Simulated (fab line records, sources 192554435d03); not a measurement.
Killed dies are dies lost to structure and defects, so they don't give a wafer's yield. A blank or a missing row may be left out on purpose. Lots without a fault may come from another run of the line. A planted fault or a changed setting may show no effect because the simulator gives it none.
fab line records | flow n5_finfet
record lots=11 wafers=32 last_day=19
route steps=1938 shown BEOL_M11@1539 PASSIVATION@1936
lots that met no fault: from a run of the same line without faults
start_h: hours from the record's first day to the start of the lot's first wafer shown | wait_h: hours since the lot's step before | " the same as in the row above | L1.1+2: a row that stands for several wafers | - no value, or no start given | * or withheld: withheld | < > ~ a bound
route shown NAME@n: a module of which the file shows steps, and the number in the route of the first | usual: mean/standard deviation of fault-free wafers | same: alike in all rows | chamber/n: place in a boat | sites: the reading at each site | _std_site: their standard deviation | _edge_site: outer sites' mean less inner sites' | radius_mm: how far each site lies from the wafer's centre | mask NAME#n: copy n | behind: the tool/chamber that last shaped the wafer | hold: why the lot was held/for how many hours/how that ended | device: the transistor (n, p or np) that didn't switch | end of line: the same wafers' tests at the end of the route | a step without rows: its recipe alone | killed: dies lost to structure and defects at the first sort, not the wafer's yield | map: a wafer's dies, x killed, . not, _ none there
set.NAME: the setting as run; set.NAME@STEP: as run at that earlier step | model.NAME: the simulator's own value behind a step, which no gauge read
steps of the route over a sample of lots; a table a step, a row a wafer
services: from which hour (start_h, from the record's first day; less than 0 if before it) a tool's chamber was out of use, for how many hours, and why
## steps
# step N5_BEOL_M11_PECVD_70
# recipe material=SiO2 target_thk_a=200 temp_c=400 precursor=TEOS/O2 pressure_torr=5.5 rf_w=450 teos_flow_sccm=53.8 gas=O2 flow_sccm=3000 time_s=22.7
# usual heater_power_w=735/92 showerhead_plenum_p_Torr=8.75/0.065 throttle_valve_pct=22.8/1.1
# columns lot.wafer tool chamber start_h wait_h heater_power_w showerhead_plenum_p_Torr throttle_valve_pct
L539.1 pecvd-01 2 227.86 0.0 785 8.78 22.0
L539.2 " 1 " " 807 8.82 25.3
L539.6 " 2 " " 793 8.77 21.9
L540.2 pecvd-04 1 252.52 0.0 659 8.70 22.8
L540.3 " 2 " " 681 8.75 23.1
L540.5 " 2 " " 679 8.80 23.1
L543.3 pecvd-04 2 261.13 0.0 680 8.79 23.2
L543.4 " 0 " " 788 8.62 22.7
L543.6 " 1 " " 530 8.70 22.7
L547.1 pecvd-01 0 284.82 0.0 813 8.77 21.3
L547.2 " 2 " " 805 8.78 22.2
L547.4 " 2 " " 818 8.79 21.8
L545.3 pecvd-04 0 296.62 0.0 769 8.63 22.5
L545.4 " 0 " " 772 8.61 22.3
L545.5 " 1 " " 592 8.70 23.1
L550.1 pecvd-04 2 299.04 0.0 589 8.78 23.1
L550.2 " 1 " " 681 8.71 22.9
L550.6 " 0 " " 761 8.60 22.6
L551.2 pecvd-04 0 316.82 0.0 766 8.61 22.7
L551.3 " 1 " " 630 8.71 22.8
L551.4 " 0 " " 782 8.65 22.7
L555.1 pecvd-04 2 322.85 0.0 718 8.77 23.2
L555.4 " 1 " " 609 8.69 23.1
L554.2 pecvd-04 0 342.46 0.0 738 8.61 22.7
L554.4 " 2 " " 689 8.80 22.8
L554.5 " 0 " " 750 8.62 22.5
L556.2 pecvd-04 1 346.92 0.0 676 8.69 22.6
L556.4 " 2 " " 720 8.78 22.8
L556.5 " 1 " " 684 8.70 23.0
L561.2 pecvd-02 2 398.93 0.0 831 8.71 22.0
L561.3 " 1 " " 609 8.77 22.1
L561.5 " 2 " " 862 8.71 21.8
# step N5_BEOL_M11_STRIP_19
# recipe chemistry=O2 power_w=400 temp_c=40 pressure_mtorr=30 rf_frequency_hz=6e+07 bias_power_w=0 overash_fraction=0.2 o2_flow_sccm=225
# usual drypump_motor_current_A=6.0/0.48 oes_product_au=0.77/0.097 rf_vpp_V=3.6/0.61 showerhead_plenum_p_Torr=2.09/0.076 throttle_valve_pct=16.71/0.26
# columns lot.wafer tool chamber start_h wait_h drypump_motor_current_A oes_product_au rf_hours_counter_h rf_vpp_V showerhead_plenum_p_Torr throttle_valve_pct
L539.1 rie_diel-06 0 228.91 0.1 6.4 0.91 48 3.4 2.14 16.44
L539.2 " 1 " " 5.8 0.75 161 4.4 2.01 16.47
L539.6 " 0 " " 6.4 0.90 - 2.9 2.14 16.43
L540.2 rie_diel-02 2 256.32 0.1 5.9 0.69 238 4.0 2.06 16.84
L540.3 " 3 " " 6.6 0.76 134 3.1 2.02 16.88
L540.5 " 1 " " 5.7 0.69 - 3.2 2.17 16.76
L543.3 rie_diel-05 3 263.85 0.1 5.1 0.71 220 3.7 2.08 16.78
L543.4 " 3 " " 5.2 0.71 - 3.7 2.08 16.78
L543.6 " 1 " " 5.7 0.68 - 3.5 1.97 16.93
L547.1 rie_diel-05 0 287.80 0.2 5.9 0.85 40 3.3 2.13 16.23
L547.2 " 2 " " 6.7 0.95 7 4.8 2.07 16.33
L547.4 " 3 " " 5.2 0.71 229 4.3 2.07 16.79
L545.3 rie_diel-06 2 299.08 0.1 6.7 0.69 248 4.3 1.99 16.97
L545.4 " 3 " " 5.6 0.70 198 3.9 2.17 16.92
L545.5 " 1 " " 5.8 0.75 - 3.0 2.01 16.50
L550.1 rie_diel-02 3 305.36 0.1 6.5 0.75 146 4.6 2.01 16.91
L550.2 " 1 " " 5.7 0.67 209 3.5 2.17 16.81
L550.6 " 0 " " 6.5 0.71 - 4.3 2.09 16.99
L551.2 rie_diel-05 0 319.59 0.1 6.0 0.84 49 4.1 2.13 16.23
L551.3 " 1 " " 5.8 0.67 244 4.3 1.97 16.97
L551.4 " 3 " " 5.2 0.70 238 3.3 2.07 16.80
L555.1 rie_diel-06 0 326.32 0.1 6.5 0.84 73 3.3 2.13 16.50
L555.4 " 2 " " 6.7 0.99 - 2.7 2.25 16.58
L554.2 rie_diel-06 1 346.61 0.1 5.8 0.72 187 4.4 2.01 16.54
L554.4 " 0 " " 6.4 0.85 79 3.5 2.13 16.49
L554.5 " 1 " " 5.8 0.73 - 3.1 2.01 16.53
L556.2 rie_diel-02 3 347.95 0.1 6.5 0.73 162 2.9 2.01 16.93
L556.4 " 1 " " 5.7 0.68 224 3.5 2.16 16.83
L556.5 " 3 " " 6.5 0.75 - 3.7 2.01 16.93
L561.2 rie_diel-06 2 401.28 0.1 6.7 0.93 18 3.2 2.24 16.62
L561.3 " 3 " " 5.6 0.67 229 4.0 2.16 16.98
L561.5 " 3 " " 5.6 0.67 - 2.8 2.16 16.98
# step N5_BEOL_M11_CD_MEAS_28
# recipe target_cd_nm=70 landing_energy_ev=500 detector=se_inlens polarity=opening
# usual cd_nm=70.3/1
# columns lot.wafer tool chamber start_h wait_h cd_nm
L539.1 cd_sem-01 0 230.15 - 71.9
L539.2 " 0 " " 72.5
L539.6 " 0 " " 72.7
L540.2 cd_sem-02 0 257.80 - 71.6
L540.3 " 0 " " 70.3
L540.5 " 0 " " 70.9
L543.3 cd_sem-03 0 267.09 - 70.6
L543.4 " 0 " " 70.2
L543.6 " 0 " " 68.7
L547.1 cd_sem-03 0 290.86 - 72.6
L547.2 " 0 " " 69.9
L547.4 " 0 " " 72.5
L545.3 cd_sem-03 0 304.05 - 69.5
L545.4 " 0 " " 70.4
L545.5 " 0 " " 69.1
L550.1 cd_sem-01 0 305.72 - 70.0
L550.2 " 0 " " 70.2
L550.6 " 0 " " 71.1
L551.2 cd_sem-01 0 320.66 - 68.8
L551.3 " 0 " " 69.0
L551.4 " 0 " " 68.1
L555.1 cd_sem-03 0 327.68 - 70.6
L555.4 " 0 " " 70.6
L554.2 cd_sem-01 0 348.71 - 69.7
L554.4 " 0 " " 68.9
L554.5 " 0 " " 69.8
L556.2 cd_sem-02 0 348.87 - 69.0
L556.4 " 0 " " 69.6
L556.5 " 0 " " 72.3
L561.2 cd_sem-03 0 402.22 - 69.5
L561.3 " 0 " " 69.4
L561.5 " 0 " " 69.1
# step N5_BEOL_M11_SURFACE_TREAT_76
# recipe gas=Ar time_s=* ion_energy_ev=* ion_current_ma_cm2=0.5 pressure_mtorr=* ar_flow_sccm=30
# usual throttle_valve_pct=*
# columns lot.wafer tool chamber start_h wait_h throttle_valve_pct
L539.1 pvd_sputter-03 - 231.88 0.2 *
L539.2 " - " " *
L539.6 " - " " *
L540.2 pvd_sputter-01 - 261.20 1.7 *
L540.3 " - " " *
L540.5 " - " " *
L543.3 pvd_sputter-02 - 268.77 0.2 *
L543.4 " - " " *
L543.6 " - " " *
L547.1 pvd_sputter-03 - 294.07 1.3 *
L547.2 " - " " *
L547.4 " - " " *
L545.3 pvd_sputter-02 - 306.27 0.2 *
L545.4 " - " " *
L545.5 " - " " *
L550.1 pvd_sputter-02 - 307.32 0.2 *
L550.2 " - " " *
L550.6 " - " " *
L551.2 pvd_sputter-01 - 322.64 0.2 *
L551.3 " - " " *
L551.4 " - " " *
L555.1 pvd_sputter-02 - 329.35 0.2 *
L555.4 " - " " *
L554.2 pvd_sputter-01 - 350.31 0.2 *
L554.4 " - " " *
L554.5 " - " " *
L556.2 pvd_sputter-03 - 351.01 0.4 *
L556.4 " - " " *
L556.5 " - " " *
L561.2 pvd_sputter-03 - 406.30 1.8 *
L561.3 " - " " *
L561.5 " - " " *
# step N5_BEOL_M11_CMP_52
# recipe stop_on=SiCOH_lowk t_overpolish_s=7 down_force_psi=1 platen_rpm=50 clearing_platen_down_force_psi=1.5 clearing_platen_rpm=50 post_cmp_clean=cu_alkaline target_thk_nm=140 clearing_platen_pad_velocity_m_s=0.99484 pad_velocity_m_s=0.99484
# usual barrier_field_endpoint_s=29.2/0.72 motor_current_A=5.7/0.72
# columns lot.wafer tool chamber start_h wait_h barrier_field_endpoint_s motor_current_A
L539.1 cmp-03 0 232.60 0.3 30.4 6.1
L539.2 " 1 " " 30.4 6.2
L539.6 " 1 " " 30.1 6.0
L540.2 cmp-02 1 262.33 0.2 29.5 5.6
L540.3 " 3 " " 30.2 6.9
L540.5 " 0 " " 30.1 5.9
L543.3 cmp-04 0 269.74 0.2 29.0 5.6
L543.4 " 1 " " 29.3 5.5
L543.6 " 3 " " 29.3 4.8
L547.2 cmp-04 0 295.02 0.2 27.7 5.3
L547.1 " 2 " " 28.0 7.2
L547.4 " 3 " " 29.0 4.8
L545.3 cmp-03 1 307.70 0.2 29.5 6.5
L545.4 " 3 " " 29.2 5.5
L545.5 " 2 " " 28.9 5.8
L550.1 cmp-04 0 309.67 0.3 29.4 5.3
L550.2 " 1 " " 29.3 5.4
L550.6 " 0 " " 29.6 5.2
L551.3 cmp-02 1 323.42 0.2 28.4 5.6
L551.2 " 2 " " 29.6 4.3
L551.4 " 3 " " 29.2 6.7
L555.1 cmp-04 2 330.69 0.3 17.8 6.9
L555.4 " 0 " " 30.9 5.2
L554.4 cmp-04 0 351.36 0.2 29.7 5.4
L554.2 " 2 " " 28.0 6.9
L554.5 " 0 " " 16.9 5.4
L556.2 cmp-02 0 353.96 0.3 29.1 5.3
L556.4 " 1 " " 28.5 5.6
L556.5 " 3 " " 17.3 6.5
L561.2 cmp-04 2 407.10 0.2 29.1 6.9
L561.3 " 0 " " 30.1 5.2
L561.5 " 3 " " 30.3 4.9
# step N5_PASSIVATION_PROBE_49
# usual defect_limited_yield=91.3/1.4 killed_at_M0_to_M3=33/11 killed_at_M4_up=15/6.2 killed_at_contacts=13/6.5 killed_at_front_end=38/11 killed_at_other=3.4/2.6 killed_dies=102/17 killed_open=67/12 killed_short=34/7.9 sort_bin_5_function=5.1/0.88 sort_bin_6_memory=3.3/0.65 sort_bin_8_speed=0.00/0.0099 sort_n_pass=1078/17 sort_yield_pct=91.3/1.4
# same gross_dies=1180 killed_at_back_side=0 sort_bin_4_leakage[%]=0
# columns lot.wafer tool chamber start_h wait_h defect_limited_yield[%] killed_at_M0_to_M3 killed_at_M4_up killed_at_contacts killed_at_front_end killed_at_other killed_dies killed_open killed_short sort_bin_5_function[%] sort_bin_6_memory[%] sort_bin_8_speed[%] sort_n_pass sort_yield_pct[%]
L545.3 prober-01 - 346.12 0.1 90.5 48 11 17 31 5 112 73 36 5.0 3.8 0 1068 90.5
L545.4 prober-01 - 346.17 0.2 91.4 36 10 18 29 9 102 76 26 5.5 3.1 0 1078 91.4
L545.5 prober-01 - 346.22 0.2 90.9 31 19 24 27 6 107 80 26 5.1 3.6 0 1073 90.9
L550.1 prober-02 - 346.66 0.0 91.6 48 15 13 22 1 99 66 33 4.7 3.2 0 1081 91.6
L550.2 prober-02 - 346.71 0.1 91.2 40 23 7 32 2 104 65 39 5.3 3.3 0 1076 91.2
L550.6 prober-02 - 346.91 0.3 90.3 25 29 16 43 1 114 82 32 5.3 4.1 0 1066 90.3
L556.5 prober-02 - 392.72 0.2 90.8 23 21 23 41 0 108 81 27 5.2 3.8 0 1072 90.8
L554.4 prober-01 - 394.15 0.2 91.9 29 9 18 34 5 95 54 40 4.8 2.7 0 1085 91.9
L554.5 prober-01 - 394.20 0.2 91.4 20 11 20 48 2 101 67 33 5.1 3.5 0 1079 91.4
# killed by level:class
L545.3 MOL_CONTACT_COAG:geometric_particle:open=15 BEOL_M2:geometric_particle:open=10 BEOL_M0_SAQP:geometric_particle:open=8 BEOL_M1:geometric_particle:open=8 BEOL_M0_SAQP:geometric_particle:short=7 BEOL_M1:geometric_particle:short=6 BEOL_M4:geometric_particle:open=6 STARTING-WAFER:geometric_particle:short=6
L545.4 MOL_CONTACT_COAG:geometric_particle:open=15 BEOL_M1:geometric_particle:open=11 FIN_SAQP:geometric_particle:open=10 BEOL_M0_SAQP:geometric_particle:open=9 BEOL_M3:geometric_particle:open=6 STI_FIN_REVEAL:geometric_particle:open=5 PASS1_CAP:geometric_particle:short=4 DUMMY_GATE:geometric_particle:open=3
L545.5 MOL_CONTACT_COAG:geometric_particle:open=19 BEOL_M4:geometric_particle:open=11 BEOL_M3:geometric_particle:open=8 STARTING-WAFER:geometric_particle:open=7 BEOL_M2:geometric_particle:open=6 MOL_CONTACT_COAG:geometric_particle:short=5 BEOL_M0_SAQP:geometric_particle:open=5 DUMMY_GATE:geometric_particle:open=4
L550.1 BEOL_M3:geometric_particle:open=12 MOL_CONTACT_COAG:geometric_particle:open=11 BEOL_M1:geometric_particle:open=8 FIN_SAQP:geometric_particle:short=7 BEOL_M1:geometric_particle:short=6 BEOL_M4:geometric_particle:open=6 BEOL_M3:geometric_particle:short=5 FIN_SAQP:geometric_particle:open=4
L550.2 FIN_SAQP:geometric_particle:short=13 BEOL_M4:geometric_particle:open=11 BEOL_M0_SAQP:geometric_particle:open=7 BEOL_M3:geometric_particle:open=7 STI_FIN_REVEAL:geometric_particle:open=6 MOL_CONTACT_COAG:geometric_particle:open=6 BEOL_M0_SAQP:geometric_particle:short=5 BEOL_M2:geometric_particle:open=5
L550.6 BEOL_M4:geometric_particle:open=19 MOL_CONTACT_COAG:geometric_particle:open=15 BEOL_M1:geometric_particle:open=9 FIN_SAQP:geometric_particle:short=8 FIN_SAQP:geometric_particle:open=7 DUMMY_GATE:geometric_particle:open=7 GATE_CUT:geometric_particle:short=6 BEOL_M0_SAQP:geometric_particle:open=5
L556.5 MOL_CONTACT_COAG:geometric_particle:open=19 BEOL_M4:geometric_particle:open=16 FIN_SAQP:geometric_particle:open=11 GATE_CUT:geometric_particle:short=9 BEOL_M2:geometric_particle:open=9 STI_FIN_REVEAL:geometric_particle:open=7 STARTING-WAFER:geometric_particle:open=6 MOL_CONTACT_COAG:geometric_particle:short=4
L554.4 MOL_CONTACT_COAG:geometric_particle:open=13 BEOL_M0_SAQP:geometric_particle:short=8 FIN_SAQP:geometric_particle:short=7 FIN_SAQP:geometric_particle:open=6 DUMMY_GATE:geometric_particle:open=5 DUMMY_GATE:geometric_particle:short=5 MOL_CONTACT_COAG:geometric_particle:short=5 BEOL_M2:geometric_particle:open=5
L554.5 FIN_SAQP:geometric_particle:short=12 MOL_CONTACT_COAG:geometric_particle:open=11 STI_FIN_REVEAL:geometric_particle:open=10 FIN_SAQP:geometric_particle:open=9 MOL_CONTACT_COAG:geometric_particle:short=9 DUMMY_GATE:geometric_particle:open=7 BEOL_M2:geometric_particle:open=6 BEOL_M7:geometric_particle:open=5
## services
# columns tool chamber start_h hours kind
cmp-04 - 206.74 4.0 pm
rie_diel-06 3 216.58 5.0 repair
cmp-04 - 224.54 0.8 repair
cmp-03 - 235.46 3.2 repair
cmp-02 - 237.45 4.0 pm
rie_diel-06 1 240.99 8.6 repair
cmp-02 - 246.51 0.8 repair
pecvd-02 - 247.82 2.8 pm
cmp-04 - 263.49 6.0 pm
pecvd-01 1 276.42 5.0 repair
cmp-03 - 283.89 7.5 pm
cmp-02 - 289.29 2.2 repair
cmp-03 - 308.07 11.6 pm
cmp-02 - 319.89 0.4 repair
rie_diel-06 1 319.92 6.7 repair
cmp-03 - 329.75 10.7 repair
cmp-02 - 348.41 0.5 repair
pecvd-01 - 350.02 2.8 repair
cmp-03 - 351.22 4.0 pm
rie_diel-06 3 357.07 4.4 repair
rie_diel-05 2 361.93 29.1 repair
pvd_sputter-01 - 370.77 4.7 repair
cmp-02 - 373.54 8.1 pm
cmp-04 - 394.69 2.8 repair
## key
first_sign step=N5_BEOL_M11_CMP_52 reading=barrier_field_endpoint_s direction=down sigmas=17 usual=29.2 struck=17.3
effect none on later readings
met_at N5_BEOL_M11_PECVD_70
struck_lots L554,L555,L556
struck_wafers L554.5,L555.1,L556.5
not_acting_at N5_BEOL_M11_STRIP_19,N5_BEOL_M11_CD_MEAS_28,N5_BEOL_M11_SURFACE_TREAT_76
onset_between 316.82 322.85
fault kind=process_parameter_drift tool=pecvd-04 chamber=- onset_h=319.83 steps=N5_BEOL_M11_PECVD_70 channel=time_s offset=* shape=step end_h=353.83 scope=struck_wafers_only acts_in=* stated=*
